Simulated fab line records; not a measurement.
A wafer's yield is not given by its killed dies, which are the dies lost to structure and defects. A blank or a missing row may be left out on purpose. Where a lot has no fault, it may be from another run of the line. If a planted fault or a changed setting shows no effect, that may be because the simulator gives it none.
Which tool did it? | flow nandHarc | Sampling: 14 lots, 41 wafers, 5 of 1302 route steps

## WHAT EACH GAUGE READ, for each wafer
NHARC_A_SOURCE_PLATE_THK_MEAS_09: measures by ellipsometry. Usual: thkNm 9.6 nm, standard deviation 0.96.
lot  | measured     | on           | thkNm (nm)     | flag
L853 | day 7 04:52  | filmMetro-02 | 8.9 10.7 8.8   | 
L855 | day 7 21:11  | filmMetro-02 | 9.7 9.3 8.9    | 
L854 | day 7 21:11  | filmMetro-01 | 10.3 10.2 9.6  | 
L856 | day 8 06:31  | filmMetro-01 | 9.9 10.4 10.0  | 
L858 | day 9 06:08  | filmMetro-01 | 10.5 11.9 10.4 | 
L860 | day 10 06:05 | filmMetro-01 | 9.2 11.4 8.4   | 
L861 | day 10 06:05 | filmMetro-02 | 9.4 10.1 9.7   | 
L862 | day 10 20:29 | filmMetro-02 | 8.6 8.9 10.0   | 
L864 | day 11 21:10 | filmMetro-02 | 9.7 9.6 8.1    | 
L865 | day 11 21:10 | filmMetro-01 | 9.1 8.3 8.6    | 
L868 | day 13 05:26 | filmMetro-01 | 9.1 10.0       | 
L869 | day 13 20:29 | filmMetro-02 | 10.8 11.7 9.4  | 
L876 | day 16 15:06 | filmMetro-01 | 9.9 10.6 10.4  | 
L875 | day 17 15:30 | filmMetro-02 | 10.1 9.5 9.7   | 

NHARC_A_ONON_D1_THK_MEAS_11: measures by ellipsometry. Usual: thkNm 995 nm, standard deviation 11.
lot  | measured     | on           | thkNm (nm)     | flag
L853 | day 7 19:50  | filmMetro-02 | 985 985 984    | 
L855 | day 8 14:44  | filmMetro-02 | 992 994 995    | 
L854 | day 8 14:44  | filmMetro-02 | 988 989 987    | 
L856 | day 8 21:55  | filmMetro-02 | 990 992 991    | 
L858 | day 9 21:31  | filmMetro-02 | 985 985 985    | 
L860 | day 10 20:58 | filmMetro-01 | 975 976 976    | 
L861 | day 10 21:01 | filmMetro-02 | 992 989 990    | 
L862 | day 11 11:19 | filmMetro-01 | 994 994 996    | 
L864 | day 12 13:28 | filmMetro-01 | 991 992 990    | 
L865 | day 12 13:15 | filmMetro-02 | 1013 1014 1014 | 
L868 | day 13 20:49 | filmMetro-02 | 1586 1586      | OFF
L869 | day 14 18:22 | filmMetro-01 | 1015 1615 1015 | OFF
L876 | day 17 06:01 | filmMetro-02 | 1001 999 1000  | 
L875 | day 18 10:10 | filmMetro-01 | 1004 1002 1003 | 

NHARC_END_SORT_01. Usual: killedAtArray 58, standard deviation 15; killedAtOther 0.8, standard deviation 1.2; killedAtPeriphery 3.5, standard deviation 2.5; killedDies 62, standard deviation 15; killedOpen 3.2, standard deviation 1.7; killedShort 2.4, standard deviation 1.5.
lot  | measured     | on        | killedAtArray | killedAtOther | killedAtPeriphery | killedDies | killedOpen | killedShort | flag
L853 | day 24 04:58 | prober-02 | 71 66 82      | 2 0 0         | 0 4 0             | 73 70 82   | 4 5 5      | 2 2 1       | 
L855 | day 24 14:47 | prober-01 | 79 60 66      | 0 1 0         | 0 3 1             | 79 64 67   | 2 1 1      | 2 5 3       | 
L854 | day 24 14:47 | prober-02 | 59 54 58      | 0 1 0         | 2 3 4             | 61 58 62   | 2 3 5      | 0 1 1       | 
L856 | day 25 06:41 | prober-02 | 63 70 71      | 5 2 0         | 3 0 1             | 71 72 72   | 3 3 2      | 6 1 4       | 
L858 | day 25 19:49 | prober-01 | 43 48 58      | 1 0 1         | 6 3 3             | 50 51 62   | 4 5 2      | 2 2 4       | 
L860 | day 27 20:07 | prober-02 | 61 67 53      | 2 1 1         | 8 5 7             | 71 73 61   | 8 4 2      | 3 3 2       | 
L861 | day 28 04:44 | prober-02 | 64 86 77      | 4 4 2         | 3 2 4             | 71 92 83   | 3 4 3      | 3 4 5       | 
L862 | day 27 15:46 | prober-01 | 70 57 48      | 0 0 0         | 11 4 5            | 81 61 53   | 7 3 5      | 4 3 1       | 
L864 | day 27 23:59 | prober-01 | 47 46 40      | 0 0 1         | 10 5 6            | 57 51 47   | 3 5 2      | 2 2 1       | 
L865 | day 28 12:28 | prober-02 | 80 75 78      | 0 0 0         | 3 2 4             | 83 77 82   | 2 2 3      | 3 2 2       | 
L868 | day 30 11:59 | prober-01 | 673 674       | 1 0           | 3 3               | 677 677    | 8 7        | 1 1         | OFF
L869 | day 31 04:17 | prober-02 | 68 675 55     | 1 2 1         | 1 0 2             | 70 677 58  | 0 3 3      | 1 0 4       | OFF
L876 | day 33 20:29 | prober-01 | 44 55 49      | 4 3 1         | 1 2 2             | 49 60 52   | 2 3 2      | 5 3 4       | 
L875 | day 35 07:50 | prober-01 | 52 53 56      | 1 0 0         | 3 2 2             | 56 55 58   | 3 2 1      | 3 1 5       | 

## EACH LOT AND THE TOOL THAT RAN IT (in order: tool; ch and the chambers of the sampled wafers; start)
lot  | NHARC_A_ZERO_WELL_ETCH_19         | NHARC_A_ONON_D1_DEP_09
L853 | rieDiel-09 ch 0,1,3, day 6 20:23  | pecvdOnon-03 ch 0, day 7 19:26
L855 | rieDiel-07 ch 0,1,3, day 7 10:38  | pecvdOnon-03 ch 0, day 8 14:17
L854 | rieDiel-09 ch 0,1, day 7 11:17    | pecvdOnon-01 ch 0, day 8 14:17
L856 | rieDiel-09 ch 0,1,2, day 7 22:15  | pecvdOnon-01 ch 0, day 8 21:28
L858 | rieDiel-09 ch 1,2,3, day 8 22:05  | pecvdOnon-01 ch 0, day 9 21:00
L860 | rieDiel-09 ch 0,1,3, day 9 20:56  | pecvdOnon-02 ch 0, day 10 20:28
L861 | rieDiel-07 ch 0,1,2, day 9 22:01  | pecvdOnon-01 ch 0, day 10 20:32
L862 | rieDiel-07 ch 0,2,3, day 10 11:41 | pecvdOnon-03 ch 0, day 11 10:52
L864 | rieDiel-07 ch 1,2,3, day 11 10:08 | pecvdOnon-02 ch 0, day 12 13:01
L865 | rieDiel-07 ch 2,3, day 11 13:25   | pecvdOnon-03 ch 0, day 12 12:48
L868 | rieDiel-09 ch 0, day 12 21:08     | pecvdOnon-03 ch 0, day 13 20:19
L869 | rieDiel-09 ch 0,1,3, day 13 11:59 | pecvdOnon-03 ch 0, day 14 17:55
L876 | rieDiel-09 ch 1,2, day 16 06:39   | pecvdOnon-03 ch 0, day 17 05:38
L875 | rieDiel-07 ch 0,2,3, day 17 08:17 | pecvdOnon-01 ch 0, day 18 09:43
- NHARC_A_ZERO_WELL_ETCH_19: etches the open film in N2/H2, target depth 80 nm, overetch 24 nm, time 87.88 s.
- NHARC_A_ONON_D1_DEP_09: target thk 1000 nm.

## AS READ BY THE TOOLS THEMSELVES (means over the sampled wafers that have a number; for cases with no such wafer, the mark the record gives instead)
NHARC_A_ZERO_WELL_ETCH_19. Usual: drypumpMotorCurrentA 5.9 A, standard deviation 0.31; oesProductAu 0.999 a.u., standard deviation 0.0084; rfFwdPowerW 396.9 W, standard deviation 1.3; rfVppV 431.3 V, standard deviation 2.5; showerheadPlenumPTorr 2.06 Torr, standard deviation 0.083; throttleValvePct 14.170 %, standard deviation 0.0096.
lot  | tool       | drypumpMotorCurrentA (A) | oesProductAu (a.u.) | rfFwdPowerW (W) | rfVppV (V) | showerheadPlenumPTorr (Torr) | throttleValvePct (%) | flag
L853 | rieDiel-09 | 5.9                      | 0.988               | 397.1           | 430.5      | 2.01                         | 14.166               | 
L855 | rieDiel-07 | 5.9                      | 1.007               | 397.1           | 431.8      | 2.09                         | 14.166               | 
L854 | rieDiel-09 | 5.7                      | 1.006               | 396.5           | 430.6      | 2.01                         | 14.170               | 
L856 | rieDiel-09 | 5.7                      | 0.993               | 396.6           | 432.1      | 2.07                         | 14.178               | 
L858 | rieDiel-09 | 6.0                      | 0.996               | 395.5           | 431.8      | 2.09                         | 14.167               | 
L860 | rieDiel-09 | 5.9                      | 0.990               | 396.9           | 429.9      | 2.01                         | 14.158               | 
L861 | rieDiel-07 | 6.1                      | 0.997               | 396.8           | 431.2      | 2.06                         | 14.168               | 
L862 | rieDiel-07 | 6.0                      | 1.007               | 397.3           | 432.3      | 2.07                         | 14.167               | 
L864 | rieDiel-07 | 5.9                      | 1.001               | 396.5           | 433.3      | 2.13                         | 14.175               | 
L865 | rieDiel-07 | 5.9                      | 1.002               | 396.6           | 432.2      | 2.11                         | 14.176               | 
L868 | rieDiel-09 | 5.6                      | 1.000               | 397.8           | 429.8      | 1.96                         | 14.180               | 
L869 | rieDiel-09 | 5.9                      | 1.001               | 397.2           | 429.5      | 2.01                         | 14.169               | 
L876 | rieDiel-09 | 5.7                      | 1.001               | 394.2           | 433.9      | 2.14                         | 14.175               | 
L875 | rieDiel-07 | 6.0                      | 1.004               | 396.1           | 430.5      | 2.06                         | 14.185               | 

## THE ANSWER, worked out from the rows above alone
Rule: take the mean of a lot's wafers that have a number; if it is more than 3 standard deviations from the usual mean, the lot is off. A lot without any number at a reading at which 4 lots or more have one is off too. The other lots that the step has rows for count as sound. First the gauges in route order, then the tools' own readings, where a lot's mean is used as printed above. The first step at which some lot is off is used, and at that step the reading that is off furthest; a lot without a number counts as furthest.
Off: L868, L869, at NHARC_A_ONON_D1_THK_MEAS_11 (thkNm).
If a tool, at a process step before that reading, ran all the lots that are off and no sound lot after the first of them, it fits. The gauges at NHARC_A_ONON_D1_THK_MEAS_11 aren't tried: what is off there is off at NHARC_END_SORT_01 too, on other tools, and a gauge's error can't cause that. None of those tried fits.

## WHAT THE SIMULATOR PUT IN
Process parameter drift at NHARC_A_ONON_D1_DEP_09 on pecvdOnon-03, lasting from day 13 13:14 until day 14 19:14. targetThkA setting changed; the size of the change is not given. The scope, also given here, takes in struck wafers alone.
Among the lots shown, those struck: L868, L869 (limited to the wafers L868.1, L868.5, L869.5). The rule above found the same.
